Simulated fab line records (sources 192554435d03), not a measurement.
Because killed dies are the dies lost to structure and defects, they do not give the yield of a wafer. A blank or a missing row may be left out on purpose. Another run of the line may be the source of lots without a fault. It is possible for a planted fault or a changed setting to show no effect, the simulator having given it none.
Lot-split experiment    flow n5Finfet    7 lots, 39 wafers read, on a route of 1938 steps

ABOUT THE SPLIT
At N5_MOL_CONTACT_COAG_ETCH_47 (etches SiNx in CH3F/O2, stops on W, target depth 27 nm), the setting overEtchFrac was moved away from the recipe's 0.2 on 18 of the 39 wafers read, by -5.2% to +6.5%. The other wafers ran this setting at the recipe's value.

The reading comes from the split's own step.

THE READING
etch.overEtchS (the simulator's own value, which no gauge read), in s, at N5_MOL_CONTACT_COAG_ETCH_47 (etches SiNx in CH3F/O2, stops on W, target depth 27 nm). The file gives no usual value for it. Here, 21 wafers ran the recipe; their average is 5.198 s with a standard deviation of 0.07 s.

wafer   tool, chamber at the split  overEtchFrac as run  against the recipe  etch.overEtchS, s  against lot-mates on the recipe
L074.1  rieDiel-01, 1               0.2                  recipe              5.226              -
L074.2  rieDiel-01, 2               0.2                  recipe              5.184              -
L074.3  rieDiel-01, 0               0.2059               +2.9%               5.292              +0.118
L074.4  rieDiel-01, 3               0.2                  recipe              5.113              -
L074.5  rieDiel-01, 3               0.2059               +2.9%               5.302              +0.128
L074.6  rieDiel-01, 2               0.2059               +2.9%               5.363              +0.189
L075.1  rieDiel-01, 1               0.2                  recipe              5.144              -
L075.6  rieDiel-01, 1               0.2                  recipe              5.144              -
L075.2  rieDiel-01, 0               0.2                  recipe              5.095              -
L078.1  rieDiel-01, 0               0.1916               -4.2%               4.958              -0.214
L078.2  rieDiel-01, 2               0.1916               -4.2%               5.077              -0.095
L078.3  rieDiel-01, 3               0.1916               -4.2%               4.967              -0.205
L078.4  rieDiel-01, 2               0.2                  recipe              5.206              -
L078.5  rieDiel-01, 3               0.2                  recipe              5.144              -
L078.6  rieDiel-01, 0               0.2                  recipe              5.165              -
L079.1  rieDiel-01, 1               0.1895               -5.2%               4.875              -0.276
L079.2  rieDiel-01, 0               0.2                  recipe              5.183              -
L079.3  rieDiel-01, 3               0.1895               -5.2%               4.842              -0.309
L079.4  rieDiel-01, 2               0.2                  recipe              5.155              -
L079.5  rieDiel-01, 3               0.2                  recipe              5.116              -
L079.6  rieDiel-01, 0               0.1895               -5.2%               4.89               -0.261
L081.1  rieDiel-03, 2               0.2                  recipe              5.377              -
L081.2  rieDiel-03, 1               0.1949               -2.6%               5.1                -0.217
L081.3  rieDiel-03, 3               0.1949               -2.6%               5.141              -0.176
L081.4  rieDiel-03, 0               0.2                  recipe              5.313              -
L081.5  rieDiel-03, 3               0.2                  recipe              5.262              -
L081.6  rieDiel-03, 0               0.1949               -2.6%               5.138              -0.179
L087.1  rieDiel-01, 3               0.2                  recipe              5.155              -
L087.2  rieDiel-01, 1               0.2061               +3.0%               5.377              +0.185
L087.3  rieDiel-01, 0               0.2                  recipe              5.177              -
L087.4  rieDiel-01, 2               0.2                  recipe              5.243              -
L087.5  rieDiel-01, 2               0.2061               +3.0%               5.382              +0.190
L087.6  rieDiel-01, 3               0.2061               +3.0%               5.289              +0.097
L089.1  rieDiel-01, 1               0.2129               +6.5%               5.542              +0.290
L089.2  rieDiel-01, 2               0.2                  recipe              5.286              -
L089.3  rieDiel-01, 3               0.2129               +6.5%               5.522              +0.270
L089.4  rieDiel-01, 0               0.2                  recipe              5.224              -
L089.5  rieDiel-01, 2               0.2                  recipe              5.247              -
L089.6  rieDiel-01, 1               0.2129               +6.5%               5.597              +0.345

THE FIT
A straight line over all 39 wafers: etch.overEtchS changes by +0.0526 s for each +1% of overEtchFrac; r = +0.93; the points scatter about the line by 0.064 s.
The same after taking each lot's own level away (the mean of its wafers on the recipe; 39 wafers): +0.0498 s for each +1%; r = +0.96; scatter 0.042 s.
On that fit, the largest move of overEtchFrac shifts the reading by 0.32 s.
Measured against the standard deviation above, the lots' own levels, which go from 5.1277 to 5.3173 s, span 2.7 times it.
Consequently the slope shifts little with the lot-to-lot level, the two slopes agreeing.
Check: with one of the wafers moved furthest among these (+6.5%) left out of the fit, the line predicts +0.321 s for it against its lot-mates. It came out at +0.29 s against them.

OTHER SPLITS ON THESE WAFERS
These wafers also went through other splits before the reading. Each is held against what the fit with the lots' levels taken away leaves over:
other split on the same wafers    wafers away from the commonest value  r with etch.overEtchS (lot level and that fit taken away)
N5_FIN_SAQP_HM_DEP_72 targetThkA  9                                     -0.16
N5_FIN_SAQP_FIN_ETCH_36 icpW      15                                    -0.11
N5_DUMMY_GATE_HM_DEP_06 timeS     24                                    +0.06
N5_DUMMY_GATE_ETCH_32 timeS       6                                     +0.04
N5_SD_EPI_P_EPI_21 pressureTorr   30                                    -0.03
N5_HKMG_FIN_CVD_62 tempC          9                                     +0.26

FILE'S OWN FIT
etch.overEtchS changes by +0.0497 s for each +1% of overEtchFrac, r = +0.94.
